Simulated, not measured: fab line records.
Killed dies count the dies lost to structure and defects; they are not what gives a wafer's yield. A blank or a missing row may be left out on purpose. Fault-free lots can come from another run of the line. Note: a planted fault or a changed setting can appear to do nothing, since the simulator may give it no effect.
Comparing a struck lot with a sound one | flow n5 finfet | 14 out of 1938 route steps
Sound: wafers L530.3, L530.4, L530.6. Struck: wafer L545.3 (left out: L545.4, L545.6 of the same lot, which were not struck); the cause appears at the end.
Order at every step that has rows: each side's tool, ch and its chambers, its first start. Under that, the readings that differ: sound wafers | struck wafers | difference of the means | sigmas: that difference in standard deviations of wafers without a fault.
alike: words and numbers the same on both sides, and readings whose means are apart by under 2 such deviations; not compared: readings that were withheld, readings missing a value for some wafer, numbers with overlapping values and no deviation given by the record, and bounds like >300 which may hide the same value.
Wherever a step has rows on one side only, a row that says differs or no value, or a row with sigmas, the two part there. Non-overlapping numbers with no deviation appear without sigmas and do not part them. A reading missing from all wafers of one side parts the sides only when that side holds two or more wafers.

N5_BEOL_M12_OCD_MEAS_35:
  sound on ocd-02 at day 13 07:45; struck on ocd-02 at day 17 10:30
  alike: trench depth nm
N5_BEOL_M12_STRIP_37: strips in N2/H2.
  sound on plasma asher-02 ch 0,1, day 13 07:49; struck on plasma asher-02 ch 0, day 17 10:34
  alike: drypump motor current A, heater power w, oes product au
  not compared: rf hours counter h
N5_BEOL_M12_ETCH_38: etches SiCN in CF4/N2, target depth 68.7 nm, time 73.4 s.
  sound on rie diel-01 ch 0,1,3, day 13 14:56; struck on rie diel-04 ch 2, day 17 12:38
  reading    | sound             | struck | difference | sigmas
  bias w (W) | 70.20 70.29 70.18 | 69.70  | -0.52      | -2
  alike: drypump motor current A, oes product au, rf vpp V, showerhead plenum p Torr, throttle valve pct
  not compared: rf hours counter h
then, 2 steps without rows for these wafers: N5_BEOL_M12_PRECLEAN_39 (cleans in residue remover, time 60 s); N5_BEOL_M12_SRD_40 (time 30 s, dry time 30 s).
N5_BEOL_M12_DEGAS_41: time 60 s.
  sound on pvd sputter-03 at day 13 15:08; struck on pvd sputter-02 at day 17 13:06
  alike: heater power w
then, 3 steps without rows for these wafers: N5_BEOL_M12_PRE_CLEAN_42 (time 30 s); N5_BEOL_M12_SPUTTER_43 (material TaN, target thk 15 nm, time 24.19 s); N5_BEOL_M12_SPUTTER_44 (material Ta, target thk 10 nm, time 16.13 s).
N5_BEOL_M12_SPUTTER_45: material Cu, target thk 80 nm, time 13.33 s.
  sound on pvd sputter-03 at day 13 15:23; struck on pvd sputter-02 at day 17 13:20
  alike: throttle valve pct
then, 1 step without rows for these wafers: N5_BEOL_M12_ECD_47 (material Cu, target thk 720 nm).
N5_BEOL_M12_ANNEAL_48: time 90 s.
  sound on rtp anneal-02 ch 0, day 13 16:10; struck on rtp anneal-02 ch 0, day 17 13:47
  alike: anneal temp c, wafer_temp_C_max
N5_BEOL_M12_CMP_49: polishes, stops on SiOC, t overpolish 20.6 s, target thk 320 nm.
  sound on cmp-02 ch 0,1,2, day 13 16:23; struck on cmp-02 ch 2, day 17 14:04
  reading                                 | sound           | struck | difference | sigmas
  barrier field endpoint s (s)            | 30.6 30.6 31.2  | 17.3   | -13.5      | -18
  model.Cu_of_BEOL_M12_ECD_47.thk nm (nm) | 320.2 319 321.2 | 310    | -10        |
  alike: motor current A, overpolish run s
next, for these wafers, 1 step has no rows: N5_PASSIVATION_PROBE_49.

## WHERE THEY PART
Last at N5_BEOL_M12_CMP_49 as far as this record goes, first at N5_BEOL_M12_ETCH_38.

WHY: the cause the simulator had injected
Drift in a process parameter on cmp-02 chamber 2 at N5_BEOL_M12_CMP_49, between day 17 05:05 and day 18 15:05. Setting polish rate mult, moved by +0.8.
